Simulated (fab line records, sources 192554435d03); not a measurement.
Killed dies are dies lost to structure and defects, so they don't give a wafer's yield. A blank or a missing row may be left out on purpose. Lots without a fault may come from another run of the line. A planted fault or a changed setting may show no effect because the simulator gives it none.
Chamber matching | flow n5_finfet | N5_SD_EPI_N_LINER_46 on ald_sin-02: 4 sister chambers
The step material SiNx, target thk 3 nm. 36 wafers are shown with their chamber, then 12 later ones without.

WAFERS WITH THEIR CHAMBER
wafer  | chamber | heater_power_w (W)
L074.1 | 1       | 795
L074.2 | 2       | 813
L074.3 | 3       | 759
L074.4 | 0       | 924
L074.5 | 3       | 780
L074.6 | 0       | 896
L075.1 | 1       | 826
L075.2 | 2       | 821
L075.3 | 0       | 930
L075.4 | 3       | 772
L075.5 | 2       | 817
L075.6 | 1       | 804
L076.1 | 1       | 818
L076.4 | 0       | 926
L076.6 | 0       | 894
L078.1 | 2       | 817
L078.2 | 0       | 915
L078.3 | 3       | 757
L078.4 | 1       | 827
L078.5 | 3       | 754
L078.6 | 0       | 948
L080.1 | 3       | 781
L080.4 | 0       | 904
L080.5 | 1       | 825
L082.1 | 1       | 821
L082.2 | 2       | 805
L082.5 | 3       | 784
L083.1 | 0       | 924
L083.2 | 2       | 781
L083.3 | 1       | 832
L083.4 | 3       | 792
L083.5 | 1       | 811
L083.6 | 2       | 805
L085.1 | 3       | 769
L085.2 | 0       | 920
L085.3 | 2       | 832

SIGNATURES (means of the wafers above)
reading        | chamber 0 | chamber 1 | chamber 2 | chamber 3 | scatter within a chamber
heater_power_w | 918.10    | 817.67    | 811.38    | 772.00    | 14.4
Rule: a wafer's distance from a chamber is the root of the sum, over the readings, of the square of ((its reading less the chamber's mean) divided by the reading's scatter). The wafer belongs to the nearest chamber; if the next one is less than 2 further off, it can't be placed. The scatter: the root of (the sum of the squares of (reading less its chamber's mean) over the shown wafers, divided by (wafers less chambers)).

WAFERS WITHOUT THEIR CHAMBER
wafer  | heater_power_w (W)
L086.1 | 824
L086.2 | 921
L086.4 | 785
L089.2 | 824
L089.5 | 815
L089.6 | 822
L091.1 | 822
L091.2 | 799
L091.6 | 825
L097.1 | 885
L097.2 | 813
L097.5 | 878

WHICH CHAMBER EACH WENT THROUGH
wafer  | from the rows above          | in truth
L086.1 | can't be placed: 1 or 2      | 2
L086.2 | 0                            | 0
L086.4 | can't be placed: 3 or 2 or 1 | 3
L089.2 | can't be placed: 1 or 2      | 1
L089.5 | can't be placed: 1 or 2      | 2
L089.6 | can't be placed: 1 or 2      | 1
L091.1 | can't be placed: 1 or 2      | 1
L091.2 | can't be placed: 2 or 1 or 3 | 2
L091.6 | can't be placed: 1 or 2      | 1
L097.1 | 0                            | 0
L097.2 | can't be placed: 2 or 1      | 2
L097.5 | can't be placed: 0 or 1 or 2 | 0
Placed correctly: 2 of 12. Can't be placed from these rows: 10 (the true chamber is among the candidates in 10). Placed wrongly: 0.
